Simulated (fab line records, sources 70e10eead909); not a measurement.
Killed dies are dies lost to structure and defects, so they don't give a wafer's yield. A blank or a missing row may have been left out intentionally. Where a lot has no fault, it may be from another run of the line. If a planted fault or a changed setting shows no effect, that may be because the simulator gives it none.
Matching of chambers ; flow nand harc ; NHARC_P_M0_CMP_23 on cmp-01 has 4 sister chambers
The step polishes, t overpolish 20 s, target thk 117.54 nm. 16 wafers are shown with their chamber, then 8 later ones without.

== WAFERS, EACH WITH ITS CHAMBER ==
wafer;chamber;motor current A (A);time to endpoint s (s)
L075.2;2;10.4;29
L075.4;3;11.9;30
L075.6;1;10.8;31
L078.1;2;9.8;27
L078.3;0;13.0;26
L078.5;2;10.5;27
L079.1;2;10.9;26
L079.3;1;10.4;30
L079.5;2;10.8;28
L081.2;3;11.7;24
L081.3;1;11.0;30
L081.6;3;11.7;24
L081.1;2;10.4;25
L081.4;0;12.9;26
L081.5;0;12.8;24
L084.1;0;12.6;28

SIGNATURES (averages over the wafers above)
reading;chamber 0;chamber 1;chamber 2;chamber 3;scatter within a chamber
motor current A;12.825;10.733;10.467;11.767;0.296
time to endpoint s;26.00;30.33;27.00;26.00;1.89
Rule: for a wafer and a chamber, the distance is found by dividing, reading by reading, the gap between the wafer's reading and the chamber's mean by the reading's scatter, squaring, summing and taking the root. If the next closest chamber is less than 2 further off than the closest, the wafer can't be placed; otherwise it belongs to the closest. The scatter: the root of (the sum of the squares of (reading less its chamber's mean) over the shown wafers, divided by (wafers less chambers)).

== WAFERS WITH NO CHAMBER GIVEN ==
wafer;motor current A (A);time to endpoint s (s)
L084.5;10.2;28
L084.6;10.7;29
L090.2;11.0;31
L090.3;10.8;30
L090.6;11.0;31
L092.1;10.1;26
L092.2;11.1;32
L092.4;13.1;28

== EACH ONE'S CHAMBER ==
wafer;from the rows above;in truth
L084.5;can't be placed: 2 or 1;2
L084.6;can't be placed: 1 or 2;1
L090.2;can't be placed: 1 or 2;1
L090.3;can't be placed: 1 or 2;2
L090.6;can't be placed: 1 or 2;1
L092.1;can't be placed: 2 or 1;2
L092.2;can't be placed: 1 or 2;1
L092.4;0;0
Correctly placed: 1 of 8. From these rows, 7 cannot be placed; in 7 the true chamber is one of the candidates. Number placed wrongly: 0.
